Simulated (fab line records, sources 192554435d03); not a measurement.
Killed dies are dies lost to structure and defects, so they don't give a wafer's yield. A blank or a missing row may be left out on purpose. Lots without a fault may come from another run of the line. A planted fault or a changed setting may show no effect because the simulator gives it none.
Split-lot experiment | flow n5_finfet | 7 lots, 39 wafers read, on a route of 1938 steps

THE SPLIT
At N5_BEOL_M9_HM_DEP_02 (deposits TiN, target thk 20 nm), the setting target_thk_a was moved away from the recipe's 200 angstrom on 18 of the 39 wafers read, by -26.5% to +56.3%. The other wafers ran this setting at the recipe's value.

FROM THE SPLIT TO THE READING: what the file shows between them, 4 steps
- N5_BEOL_M9_COAT_59: time 60 s, resist thk 100 nm
- N5_BEOL_M9_COAT_60: time 60 s, resist thk 30 nm
- N5_BEOL_M9_STRIP_68: strips in N2/H2
- N5_BEOL_M9_STRIP_67: strips in CF4

THE READING
etch.depth_nm (the simulator's own value, which no gauge read), in nm, at N5_BEOL_M9_HM_OPEN_17 (chemistry Cl2/BCl3, target TiN, target depth 20 nm, overetch 6 nm). The file gives no usual value for it. The 21 wafers here that ran the recipe average 20.01 nm, standard deviation 0.18 nm.

wafer  | tool, chamber at the split | target_thk_a as run, angstrom | against the recipe | etch.depth_nm, nm | against lot-mates on the recipe
L076.1 | pvd_sputter-01, -          | 262.8                         | +31.4%             | 26.11             | +6.18
L076.2 | pvd_sputter-01, -          | 200                           | recipe             | 19.95             | -
L076.5 | pvd_sputter-01, -          | 200                           | recipe             | 19.95             | -
L076.3 | pvd_sputter-01, -          | 200                           | recipe             | 19.88             | -
L076.4 | pvd_sputter-01, -          | 262.8                         | +31.4%             | 26.24             | +6.31
L076.6 | pvd_sputter-01, -          | 262.8                         | +31.4%             | 26.17             | +6.24
L083.1 | pvd_sputter-03, -          | 200                           | recipe             | 20.11             | -
L083.2 | pvd_sputter-03, -          | 200                           | recipe             | 20.03             | -
L083.3 | pvd_sputter-03, -          | 146.9                         | -26.5%             | 14.69             | -5.41
L083.4 | pvd_sputter-03, -          | 146.9                         | -26.5%             | 14.84             | -5.26
L083.5 | pvd_sputter-03, -          | 146.9                         | -26.5%             | 14.78             | -5.32
L083.6 | pvd_sputter-03, -          | 200                           | recipe             | 20.16             | -
L084.1 | pvd_sputter-03, -          | 287.1                         | +43.6%             | 26.51             | +6.27
L084.2 | pvd_sputter-03, -          | 287.1                         | +43.6%             | 26.34             | +6.10
L084.3 | pvd_sputter-03, -          | 287.1                         | +43.6%             | 25.94             | +5.70
L084.4 | pvd_sputter-03, -          | 200                           | recipe             | 20.3              | -
L084.5 | pvd_sputter-03, -          | 200                           | recipe             | 20.28             | -
L084.6 | pvd_sputter-03, -          | 200                           | recipe             | 20.15             | -
L089.1 | pvd_sputter-03, -          | 200                           | recipe             | 20.01             | -
L089.2 | pvd_sputter-03, -          | 200                           | recipe             | 20.08             | -
L089.6 | pvd_sputter-03, -          | 200                           | recipe             | 19.76             | -
L092.1 | pvd_sputter-01, -          | 312.7                         | +56.3%             | 25.62             | +5.91
L092.2 | pvd_sputter-01, -          | 200                           | recipe             | 19.77             | -
L092.3 | pvd_sputter-01, -          | 200                           | recipe             | 19.71             | -
L092.4 | pvd_sputter-01, -          | 200                           | recipe             | 19.66             | -
L092.5 | pvd_sputter-01, -          | 312.7                         | +56.3%             | 26.32             | +6.61
L092.6 | pvd_sputter-01, -          | 312.7                         | +56.3%             | 25.78             | +6.07
L093.1 | pvd_sputter-03, -          | 200                           | recipe             | 20.02             | -
L093.2 | pvd_sputter-03, -          | 157.8                         | -21.1%             | 15.59             | -4.49
L093.3 | pvd_sputter-03, -          | 157.8                         | -21.1%             | 15.82             | -4.26
L093.4 | pvd_sputter-03, -          | 200                           | recipe             | 20.05             | -
L093.5 | pvd_sputter-03, -          | 157.8                         | -21.1%             | 15.61             | -4.47
L093.6 | pvd_sputter-03, -          | 200                           | recipe             | 20.17             | -
L094.1 | pvd_sputter-01, -          | 200                           | recipe             | 20.03             | -
L094.2 | pvd_sputter-01, -          | 239.3                         | +19.7%             | 24.01             | +3.93
L094.3 | pvd_sputter-01, -          | 239.3                         | +19.7%             | 23.96             | +3.88
L094.4 | pvd_sputter-01, -          | 239.3                         | +19.7%             | 24.09             | +4.01
L094.5 | pvd_sputter-01, -          | 200                           | recipe             | 19.98             | -
L094.6 | pvd_sputter-01, -          | 200                           | recipe             | 20.24             | -

THE FIT
A straight line over all 39 wafers: etch.depth_nm changes by +0.149 nm for each +1% of target_thk_a; r = +0.96; the points scatter about the line by 1 nm.
The same after taking each lot's own level away (the mean of its wafers on the recipe; 39 wafers): +0.15 nm for each +1%; r = +0.96; scatter 0.97 nm.
On that fit, the largest move of target_thk_a shifts the reading by 8.5 nm.
The lots' own levels span 19.713 to 20.243 nm, that is 3.0 times the standard deviation above.
So the lot-to-lot level changes the slope little: the two slopes agree.
Check: with one of the wafers moved furthest among these (+56.3%) left out of the fit, the line predicts +8.64 nm for it against its lot-mates. It came out at +5.91 nm against them.

OTHER SPLITS ON THESE WAFERS
These wafers also went through other splits before the reading. Each is held against what the fit with the lots' levels taken away leaves over:
other split on the same wafers    | wafers away from the commonest value | r with etch.depth_nm (lot level and that fit taken away)
N5_BEOL_M0_SAQP_ALD_48 ald_cycles | 12                                   | -0.15
N5_BEOL_M7_DESCUM_33 time_s       | 12                                   | +0.17

THE WHOLE CHAIN: every reading that the file lists as answering this split, in the file's order
step                   | what it does                                                      | reading                                                                          | change (the file's fit)                                                            | r (the file's)
N5_BEOL_M9_HM_DEP_02   | deposits TiN, target thk 20 nm                                    | TiN_of_BEOL_M9_HM_DEP_02.thk_nm (the simulator's own value, which no gauge read) | +0.202 nm for each +1% of the setting                                              | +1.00
N5_BEOL_M9_HM_OPEN_17  | chemistry Cl2/BCl3, target TiN, target depth 20 nm, overetch 6 nm | etch.depth_nm (the simulator's own value, which no gauge read)                   | +0.147 nm for each +1% of the setting                                              | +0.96
N5_BEOL_M9_OCD_MEAS_38 |                                                                   | trench_depth_nm                                                                  | not straight: 151.8 at the lowest setting, 151.5 at the recipe, 0.9 at the highest | not given

THE FILE'S OWN FIT
etch.depth_nm changes by +0.147 nm for each +1% of target_thk_a, r = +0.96.
